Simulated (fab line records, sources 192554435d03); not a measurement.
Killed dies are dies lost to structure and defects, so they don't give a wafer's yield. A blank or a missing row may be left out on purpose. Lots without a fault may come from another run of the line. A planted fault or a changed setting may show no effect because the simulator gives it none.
Chamber matching | flow n5_finfet | N5_BEOL_M5_ETCH_61 on rie_diel-06: 4 sister chambers
The step etches SiARC in CF4, target depth 15.6 nm, time 26 s. 14 wafers are shown with their chamber, then 7 later ones without.

WAFERS WITH THEIR CHAMBER
wafer  | chamber | showerhead_plenum_p_Torr (Torr) | oes_product_au (a.u.) | rf_vpp_V (V)
L075.2 | 1       | 2.11                            | 0.64                  | 184.0
L075.4 | 2       | 2.18                            | 0.76                  | 186.3
L075.6 | 3       | 2.04                            | 0.58                  | 183.6
L078.1 | 1       | 2.12                            | 0.64                  | 183.5
L078.3 | 3       | 2.04                            | 0.59                  | 182.9
L078.4 | 2       | 2.18                            | 0.76                  | 183.3
L080.1 | 1       | 2.11                            | 0.64                  | 184.2
L080.4 | 2       | 2.17                            | 0.75                  | 183.8
L080.6 | 3       | 2.04                            | 0.58                  | 183.3
L088.1 | 1       | 2.11                            | 0.61                  | 182.1
L088.3 | 2       | 2.17                            | 0.72                  | 184.3
L088.6 | 2       | 2.17                            | 0.71                  | 184.6
L093.1 | 3       | 2.04                            | 0.57                  | 183.1
L093.4 | 0       | 1.96                            | 0.62                  | 180.1

SIGNATURES (means of the wafers above)
reading                  | chamber 0 | chamber 1 | chamber 2 | chamber 3 | scatter within a chamber
showerhead_plenum_p_Torr | 1.9600    | 2.1125    | 2.1740    | 2.0400    | 0.00442
oes_product_au           | 0.6200    | 0.6325    | 0.7400    | 0.5800    | 0.0175
rf_vpp_V                 | 180.100   | 183.450   | 184.460   | 183.225   | 0.904
Rule: a wafer's distance from a chamber is the root of the sum, over the readings, of the square of ((its reading less the chamber's mean) divided by the reading's scatter). The wafer belongs to the nearest chamber; if the next one is less than 2 further off, it can't be placed. The scatter: the root of (the sum of the squares of (reading less its chamber's mean) over the shown wafers, divided by (wafers less chambers)).

WAFERS WITHOUT THEIR CHAMBER
wafer  | showerhead_plenum_p_Torr (Torr) | oes_product_au (a.u.) | rf_vpp_V (V)
L093.6 | 2.10                            | 0.62                  | 185.0
L095.2 | 2.10                            | 0.61                  | 183.8
L095.5 | 2.10                            | 0.62                  | 184.1
L095.6 | 2.17                            | 0.71                  | 186.2
L096.2 | 2.03                            | 0.58                  | 181.4
L096.4 | 2.17                            | 0.72                  | 184.2
L096.5 | 1.96                            | 0.63                  | 180.8

WHICH CHAMBER EACH WENT THROUGH
wafer  | from the rows above | in truth
L093.6 | 1                   | 1
L095.2 | 1                   | 1
L095.5 | 1                   | 1
L095.6 | 2                   | 2
L096.2 | 3                   | 3
L096.4 | 2                   | 2
L096.5 | 0                   | 0
Placed correctly: 7 of 7. Can't be placed from these rows: 0. Placed wrongly: 0.
